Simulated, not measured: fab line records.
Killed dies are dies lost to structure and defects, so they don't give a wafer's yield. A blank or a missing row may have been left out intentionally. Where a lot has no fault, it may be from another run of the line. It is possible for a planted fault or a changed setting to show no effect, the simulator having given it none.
Split-lot trial + flow n5-finfet + 39 wafers read from 7 lots, route of 1938 steps

ABOUT THE SPLIT
At N5_HKMG_FIN_ETCH_58 (etches SOC in N2/H2, target depth 215.8 nm, time 741 s), the setting bias-w was moved away from the recipe's 13 W on 18 of the 39 wafers read, by -7.8% to +17.3%. All remaining wafers had this setting at the recipe value.

Reading taken at the split's own step.

THE READING
rf-vpp-V, in V, at N5_HKMG_FIN_ETCH_58 (etches SOC in N2/H2, target depth 215.8 nm, time 741 s). A value of 99.4 V with a standard deviation of 0.92 V is what fault-free wafers of this fab line usually give.

| wafer  | tool, chamber at the split | bias-w as run, W | against the recipe | rf-vpp-V, V | against lot-mates on the recipe |
|--------|----------------------------|------------------|--------------------|-------------|---------------------------------|
| L075.1 | rie-diel-01, 0             | 15.25            | +17.3%             | 112.2       | +12.8                           |
| L075.2 | rie-diel-01, 3             | 15.25            | +17.3%             | 111.5       | +12.1                           |
| L075.3 | rie-diel-01, 1             | 13               | recipe             | 100.4       | -                               |
| L075.4 | rie-diel-01, 2             | 13               | recipe             | 99.0        | -                               |
| L075.5 | rie-diel-01, 2             | 13               | recipe             | 98.9        | -                               |
| L075.6 | rie-diel-01, 3             | 15.25            | +17.3%             | 110.2       | +10.8                           |
| L082.1 | rie-diel-01, 1             | 13               | recipe             | 99.2        | -                               |
| L082.2 | rie-diel-01, 2             | 14.31            | +10.1%             | 106.0       | +5.9                            |
| L082.3 | rie-diel-01, 0             | 13               | recipe             | 100.4       | -                               |
| L082.4 | rie-diel-01, 3             | 14.31            | +10.1%             | 105.2       | +5.1                            |
| L082.5 | rie-diel-01, 3             | 14.31            | +10.1%             | 106.1       | +6.0                            |
| L082.6 | rie-diel-01, 0             | 13               | recipe             | 100.6       | -                               |
| L086.1 | rie-diel-05, 2             | 13               | recipe             | 98.9        | -                               |
| L086.2 | rie-diel-05, 3             | 13               | recipe             | 100.5       | -                               |
| L086.3 | rie-diel-05, 0             | 14.9             | +14.6%             | 108.5       | +9.6                            |
| L086.4 | rie-diel-05, 1             | 13               | recipe             | 97.4        | -                               |
| L086.5 | rie-diel-05, 0             | 14.9             | +14.6%             | 108.7       | +9.8                            |
| L086.6 | rie-diel-05, 1             | 14.9             | +14.6%             | 108.4       | +9.5                            |
| L087.3 | rie-diel-01, 3             | 13               | recipe             | 100.8       | -                               |
| L087.4 | rie-diel-01, 2             | 13               | recipe             | 99.8        | -                               |
| L087.6 | rie-diel-01, 1             | 13               | recipe             | 99.3        | -                               |
| L091.1 | rie-diel-01, 0             | 14.88            | +14.5%             | 108.6       | +8.9                            |
| L091.2 | rie-diel-01, 3             | 13               | recipe             | 99.6        | -                               |
| L091.3 | rie-diel-01, 1             | 13               | recipe             | 100.0       | -                               |
| L091.4 | rie-diel-01, 2             | 14.88            | +14.5%             | 108.6       | +8.9                            |
| L091.5 | rie-diel-01, 3             | 13               | recipe             | 99.5        | -                               |
| L091.6 | rie-diel-01, 2             | 14.88            | +14.5%             | 110.4       | +10.7                           |
| L093.1 | rie-diel-01, 0             | 13               | recipe             | 97.9        | -                               |
| L093.2 | rie-diel-01, 3             | 11.98            | -7.8%              | 95.8        | -3.1                            |
| L093.3 | rie-diel-01, 2             | 13               | recipe             | 97.9        | -                               |
| L093.4 | rie-diel-01, 1             | 11.98            | -7.8%              | 93.8        | -5.1                            |
| L093.5 | rie-diel-01, 2             | 11.98            | -7.8%              | 93.7        | -5.2                            |
| L093.6 | rie-diel-01, 3             | 13               | recipe             | 101.0       | -                               |
| L095.1 | rie-diel-06, 3             | 13               | recipe             | 99.7        | -                               |
| L095.2 | rie-diel-06, 0             | 14.82            | +14.0%             | 106.6       | +6.9                            |
| L095.3 | rie-diel-06, 1             | 14.82            | +14.0%             | 106.2       | +6.5                            |
| L095.4 | rie-diel-06, 2             | 13               | recipe             | 101.5       | -                               |
| L095.5 | rie-diel-06, 1             | 13               | recipe             | 98.0        | -                               |
| L095.6 | rie-diel-06, 0             | 14.82            | +14.0%             | 108.2       | +8.5                            |

FIT RESULTS
A straight line over all 39 wafers: rf-vpp-V changes by +0.634 V for each +1% of bias-w; r = +0.98; the points scatter about the line by 1.1 V.
The same after taking each lot's own level away (the mean of its wafers on the recipe; 39 wafers): +0.625 V for each +1%; r = +0.98; scatter 1.1 V.
Per that fit: largest bias-w move, reading shift of 11 V.
Measured against the standard deviation above, the lots' own levels, which go from 98.93 to 100.07 V, span 1.2 times it.
Hence the lot-to-lot level has little effect on the slope; both slopes agree.
Check: +10.6 V against its lot-mates is what the line predicts for one of the wafers moved furthest among these (+17.3%) when that wafer is left out of the fit. Against them it came out at +12.8 V.
Tool readings at the split's step, against how far the setting was moved: rf-vpp-V r = +0.98.

THESE WAFERS: OTHER SPLITS
Other splits were also applied to these wafers ahead of the reading. Each is held against what the fit with the lots' levels taken away leaves over:
| other split on the same wafers          | wafers away from the commonest value | r with rf-vpp-V (lot level and that fit taken away) |
|-----------------------------------------|--------------------------------------|-----------------------------------------------------|
| N5_FIN_SAQP_SPACER2_ALD_28 target-thk-a | 12                                   | -0.31                                               |
| N5_SD_EPI_N_ETCH_45 target-depth-a      | 18                                   | +0.18                                               |

THE FILE'S OWN FIT
rf-vpp-V changes by +0.626 V for each +1% of bias-w, r = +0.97.
